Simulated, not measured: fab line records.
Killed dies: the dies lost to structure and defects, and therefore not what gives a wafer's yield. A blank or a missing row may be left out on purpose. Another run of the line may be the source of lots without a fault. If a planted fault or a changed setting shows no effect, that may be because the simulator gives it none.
Code-filled problem report in 8D (eight disciplines) form + flow n5_finfet + the parts of the form that need people (team, actions taken, sign-off) are left out

1. WHAT WENT WRONG
Wafers without a fault read 399.98 C with a standard deviation of 0.21, while susceptor_temp_C at N5_MOL_CONTACT_COAG_PECVD_31 averages 404.78 C across 2 wafers of 1 lot. That is +23 standard deviations from the usual mean.
The step: deposits SiO2 from TEOS/O2, target thk 46 nm, time 8.9 s.
First seen on wafer L837.1, day 7 05:18, on pecvd-04. At this step, 9 wafers from 3 lots have a number in the record. The rule behind "out" and "out of limits": a value lying over 4 standard deviations away from the usual mean. The other wafers with a number count as sound.

2. WHAT IT IS, WHAT IT ISN'T
| question                    | is               | is not                                                                  |
|-----------------------------|------------------|-------------------------------------------------------------------------|
| which readings at this step | susceptor_temp_C | -                                                                       |
| which lots                  | L837             | L845, L851                                                              |
| which wafers of those lots  | L837.1, L837.4   | L837.3                                                                  |
| read on which tools         | pecvd-04         | pecvd-01, pecvd-03                                                      |
| when                        | from day 7 05:18 | up to then (1 sound wafer); but 6 sound wafers of L845, L851 came after |

3. SUSPECTS, AND WHAT RULES EACH OUT
Counting: if a tool at a process step up to the reading ran every lot that is out, it stays a suspect. Sound lots after the first of them don't rule it out here, since some wafers of a struck lot are sound.
- pecvd-04 at N5_MOL_CONTACT_COAG_PECVD_31 (deposits SiO2 from TEOS/O2, target thk 46 nm, time 8.9 s): kept. It ran the lot that is out, L837 (day 7 05:18). Its own susceptor_temp_C readings are out on those wafers.
- Within pecvd-04 at N5_MOL_CONTACT_COAG_PECVD_31: the wafers that are out ran in chamber 1; their sound lot-mates ran in chamber 0.
Remaining after the count: pecvd-04 at N5_MOL_CONTACT_COAG_PECVD_31.

4. THE CAUSE (what the simulator had put in)
pecvd-04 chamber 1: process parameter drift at N5_MOL_CONTACT_COAG_PECVD_31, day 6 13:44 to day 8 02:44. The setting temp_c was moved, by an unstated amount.
After counting, this tool was the only one left.

5. THE EFFECT CHAIN, in route order
One row per reading whose mean, taken over the struck wafers that have a number, lies over 3 standard deviations from the usual. Scope: only readings with a usual standard deviation given in the record; hours: median across lots of the time from each lot's start at the first step in this table that gives one to its start at this step; sigmas: change in usual standard deviations.
| hours | step                         | reading          | usual    | on struck wafers | change | sigmas |
|-------|------------------------------|------------------|----------|------------------|--------|--------|
| 0     | N5_MOL_CONTACT_COAG_PECVD_31 | susceptor_temp_C | 399.98 C | 404.78           | +4.80  | +23    |
The process steps in it:
- N5_MOL_CONTACT_COAG_PECVD_31: deposits SiO2 from TEOS/O2, target thk 46 nm, time 8.9 s.
Later measuring or inspecting steps at which every struck wafer that the step has a row for has a number for every such reading, and none has moved that far: N5_BEOL_M4_RC_MEAS_101.

6. HOW IT WOULD HAVE BEEN CAUGHT EARLIER
The fault began at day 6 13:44; the first out-of-limits reading in this record came at day 7 05:18, 16 hours later.
